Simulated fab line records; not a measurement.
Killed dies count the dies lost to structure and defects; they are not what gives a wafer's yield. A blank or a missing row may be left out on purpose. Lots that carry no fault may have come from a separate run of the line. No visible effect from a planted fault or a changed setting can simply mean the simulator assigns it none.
A struck lot beside a sound one :: flow n5-finfet :: 28 steps out of a route of 1938
Sound: wafers L723.1, L723.3, L723.6. The struck wafers were L717.2, L717.5, L717.6. The cause is given at the end.
For every step that has rows: the tool of each side, followed by ch and its chambers, followed by its first start. Under that, the readings that differ: sound wafers :: struck wafers :: difference of the means :: sigmas: that difference in standard deviations of wafers without a fault.
alike: readings whose means differ by less than 2 such deviations, and words and numbers that are the same on both sides. not compared: withheld readings, readings that some wafer has no value for, bounds like >300 that may hide the same value, and numbers for which the record gives no deviation and whose values overlap.
Wherever a step has rows on one side only, a row that says differs or no value, or a row with sigmas, the two part there. Non-overlapping numbers with no deviation appear without sigmas and do not part them. A reading that every wafer of one side lacks parts them only if that side has two wafers or more.

first, 8 steps without rows for these wafers: N5_BEOL_M0_SAQP_COAT_81 (time 60 s, resist thk 100 nm); N5_BEOL_M0_SAQP_COAT_82 (time 60 s, resist thk 30 nm); N5_BEOL_M0_SAQP_COAT_08 (resist thk 90 nm); N5_BEOL_M0_SAQP_EBR_10; N5_BEOL_M0_SAQP_SOFTBAKE_09 (time 60 s); N5_BEOL_M0_SAQP_EXPOSE_11 (exposes mask M0 CORE, target cd 42 nm); N5_BEOL_M0_SAQP_PEB_12 (peb time 60 s); N5_BEOL_M0_SAQP_DEVELOP_13 (develop time 30 s).
N5_BEOL_M0_SAQP_CD_MEAS_14: the cd target is 42.5 nm.
  sound on cd-sem-01 ch 0, day 10 06:58; struck on cd-sem-02 ch 0, day 8 11:20
  alike: cd-nm
N5_BEOL_M0_SAQP_OVL_MEAS_15:
  sound on overlay-02 ch 0, day 10 06:59; struck on overlay-01 ch 0, day 8 11:22
  alike: M0_CORE_OVL
N5_BEOL_M0_SAQP_INSPECT_16: inspects for defects (brightfield).
  sound: defect-inspect-01 at day 10 07:01; struck: defect-inspect-01 at day 8 11:23
  alike: raw-defect-count
then, 1 step without rows for these wafers: N5_BEOL_M0_SAQP_DESCUM_19 (chemistry O2, time 7.9 s).
N5_BEOL_M0_SAQP_ETCH_83: etches SiARC in CF4, target depth 39 nm, time 65 s.
  sound on rie-diel-03 ch 0,3, day 10 07:14; struck on rie-diel-02 ch 1,2,3, day 8 11:28
  no value came back on the struck wafers for any of 8 readings (bias-w (W), cf4-flow-sccm (sccm) and others); on the sound wafers bias-w (W) reads 36.07 35.99 36.15
reading: model.CAR-ArF_of_BEOL_M0_SAQP_COAT_08.thk-nm (nm)
sound: 55.2 55.4 55.4
struck: 83.2 83.4 83.2
difference: +27.9
sigmas: 
  not compared: rf-hours-counter-h
N5_BEOL_M0_SAQP_ETCH_84: etches SOC in N2/H2, target depth 100 nm, overetch 20 nm, time 150 s.
  sound on rie-diel-03 ch 0,3, day 10 07:17; struck on rie-diel-02 ch 1,2,3, day 8 11:31
reading: oes-product-au (a.u.)
sound: 0.72 0.63 0.72
struck: 0.32 0.27 0.29
difference: -0.40
sigmas: -5

reading: rf-vpp-V (V)
sound: 526.4 527.1 526.8
struck: 521.3 519.9 520.5
difference: -6.2
sigmas: -2

reading: showerhead-plenum-p-Torr (Torr)
sound: 2.67 2.64 2.67
struck: 2.47 2.43 2.44
difference: -0.21
sigmas: -3
  alike: bias-w, chamber-pressure-mTorr, drypump-motor-current-A, h2-flow-sccm, throttle-valve-pct
  not compared: rf-hours-counter-h
then, 1 step without rows for these wafers: N5_BEOL_M0_SAQP_STRIP_80 (strips in N2/H2).
N5_BEOL_M0_SAQP_HM_OPEN_112: chemistry CHF3/O2, target SiO2, stops on a-Si, target depth 12 nm, time 13.5 s.
  sound on rie-diel-03 ch 0,3, day 10 07:24; struck on rie-diel-02 ch 1,2,3, day 8 11:37
reading: oes-product-au (a.u.)
sound: 0.52 0.46 0.52
struck: 0.32 0.27 0.29
difference: -0.21
sigmas: -4

reading: showerhead-plenum-p-Torr (Torr)
sound: 2.52 2.50 2.52
struck: 2.35 2.30 2.31
difference: -0.19
sigmas: -3
  alike: drypump-motor-current-A, rf-vpp-V, throttle-valve-pct
  not compared: rf-hours-counter-h
then, 1 step without rows for these wafers: N5_BEOL_M0_SAQP_STRIP_113 (strips in CHF3/O2).
N5_BEOL_M0_SAQP_MANDREL_ETCH_20: etches a-Si in HBr/Cl2, stops on SiNx, target depth 60 nm, bt time 10 s, time 30 s.
  sound on rie-si-03 ch 0,1,3, day 10 07:29; struck on rie-si-03 ch 0,1,2, day 8 11:43
reading: oes-product-au (a.u.)
sound: 0.766 0.779 0.783
struck: 0.335 0.325 0.333
difference: -0.445
sigmas: -34

reading: throttle-valve-pct (%)
sound: 35.59 36.01 35.45
struck: 36.36 36.46 35.94
difference: +0.57
sigmas: +2
  alike: HBr_flow_sccm, bias-w, drypump-motor-current-A
  not compared: rf-hours-counter-h
N5_BEOL_M0_SAQP_STRIP_86: strips in N2/H2.
  sound on rie-diel-03 ch 0,1,3, day 10 07:37; struck on rie-diel-03 ch 0,2,3, day 8 11:49
  alike: drypump-motor-current-A, h2-flow-sccm, oes-product-au, rf-vpp-V, showerhead-plenum-p-Torr, throttle-valve-pct
  not compared: rf-hours-counter-h
then, 2 steps without rows for these wafers: N5_BEOL_M0_SAQP_STRIP_115 (strips in post etch residue remover, time 60 s); N5_BEOL_M0_SAQP_SRD_93 (time 30 s).
N5_BEOL_M0_SAQP_RECESS_114: chemistry HF/NH3, target SiO2, target depth 14.4 nm, afs cycles 3, sublimation time 60 s.
  sound on vapor-etch-01 ch 0,1, day 10 09:08; struck on vapor-etch-01 ch 0,1, day 8 11:56
  alike: drypump-motor-current-A
N5_BEOL_M0_SAQP_SPACER1_ALD_98: deposits SiO2, target thk 12.8 nm, pulse time 1 s, purge time 2 s.
  sound on ald-sin-01 ch 1,2, day 10 09:32; struck on ald-sin-03 ch 1,2,3, day 8 12:45
  alike: heater-power-w, precursor-pulse-height-rel
N5_BEOL_M0_SAQP_SPACER1_ETCHBACK_99: etches SiO2 in CHF3/O2, target depth 15.4 nm, time 7.7 s.
  sound on rie-diel-05 ch 0,2,3, day 10 10:00; struck on rie-diel-03 ch 0,2,3, day 8 13:14
reading: oes-product-au (a.u.)
sound: 0.94 0.76 0.68
struck: 0.30 0.27 0.27
difference: -0.51
sigmas: -6
  alike: drypump-motor-current-A, rf-vpp-V, showerhead-plenum-p-Torr, throttle-valve-pct
  not compared: rf-hours-counter-h
N5_BEOL_M0_SAQP_MANDREL1_REMOVE_100: chemistry HBr/Cl2/O2, target a-Si, stops on SiNx, bt time 10 s.
  sound on rie-si-03 ch 1,3, day 10 10:05; struck on rie-si-05 ch 2,3, day 8 13:19
reading: oes-product-au (a.u.)
sound: 1.005 1.010 1.006
struck: 0.365 0.366 0.380
difference: -0.637
sigmas: -37
  alike: drypump-motor-current-A, throttle-valve-pct
  not compared: rf-hours-counter-h
N5_BEOL_M0_SAQP_CD_MEAS_25: the cd target is 13.1 nm.
  sound on cd-sem-01 ch 0, day 10 10:12; struck on cd-sem-02 ch 0, day 8 13:25
reading: cd-nm (nm)
sound: 13.02 13.14 12.56
struck: - - -
difference: no value on the struck wafers
sigmas: 
N5_BEOL_M0_SAQP_ETCH_101: etches SiNx in CH3F/O2, target depth 29.9 nm, time 42.7 s.
  sound on rie-diel-03 ch 0,1,3, day 10 10:14; struck on rie-diel-05 ch 1,2, day 8 13:28
reading: oes-product-au (a.u.)
sound: 0.72 0.70 0.80
struck: 0.97 0.89 0.97
difference: +0.20
sigmas: +2
  alike: CH3F_flow_sccm, O2_flow_sccm, drypump-motor-current-A, rf-vpp-V, showerhead-plenum-p-Torr, throttle-valve-pct
  not compared: rf-hours-counter-h
N5_BEOL_M4_RC_MEAS_101:
  the record has rows for the sound wafers here (prober-02 ch 0, day 13 02:58) and none for the struck ones

== WHERE THEY PART ==
At N5_BEOL_M0_SAQP_ETCH_83 first; at N5_BEOL_M4_RC_MEAS_101 last (within this record only).

WHY: what had been put in by the simulator
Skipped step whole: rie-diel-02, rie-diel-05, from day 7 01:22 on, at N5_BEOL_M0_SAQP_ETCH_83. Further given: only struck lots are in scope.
